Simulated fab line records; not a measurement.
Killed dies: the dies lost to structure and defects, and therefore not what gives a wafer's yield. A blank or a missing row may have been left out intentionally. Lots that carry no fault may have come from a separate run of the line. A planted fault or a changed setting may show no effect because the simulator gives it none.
Chamber matching | flow n5_finfet | N5_BEOL_M0_SAQP_SPACER1_ALD_98 on ald_sin-02 has 4 sister chambers
The step deposits SiO2, target thk 12.8 nm, pulse time 1 s, purge time 2 s. 4 wafers are shown with their chamber, then 11 later ones without.

## WAFERS, EACH WITH ITS CHAMBER
wafer  | chamber | heater_power_w (W)
L085.5 | 1       | 433
L086.1 | 2       | 494
L086.6 | 3       | 468
L087.1 | 0       | 495

## WAFERS MISSING THEIR CHAMBER
wafer  | heater_power_w (W)
L087.2 | 478
L087.4 | 429
L089.1 | 501
L089.4 | 424
L089.6 | 495
L090.1 | 447
L090.3 | 470
L090.5 | 437
L092.2 | 468
L092.4 | 442
L092.6 | 483

## EACH ONE'S CHAMBER
wafer  | from the rows above          | in truth
L087.2 | can't be placed: 3 or 2 or 0 | 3
L087.4 | 1                            | 1
L089.1 | can't be placed: 0 or 2      | 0
L089.4 | 1                            | 1
L089.6 | can't be placed: 0 or 2      | 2
L090.1 | can't be placed: 1 or 3      | 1
L090.3 | 3                            | 3
L090.5 | 1                            | 1
L092.2 | 3                            | 3
L092.4 | 1                            | 1
L092.6 | can't be placed: 2 or 0 or 3 | 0
6 of 11 placed correctly. Not placeable from these rows: 5 (in 5, the candidates include the true chamber). Wrongly placed: 0.
How it was worked out, from the rows above alone: a wafer's distance from a chamber is the root of the sum, over the readings, of the square of ((its reading less the chamber's mean) divided by the reading's scatter). If the next closest chamber is less than 2 further off than the closest, the wafer can't be placed; otherwise it belongs to the closest. A chamber's mean is the mean of its shown wafers. The scatter: with one shown wafer a chamber, the root of the mean of the squares of how far each hidden wafer lies from its nearest shown one.
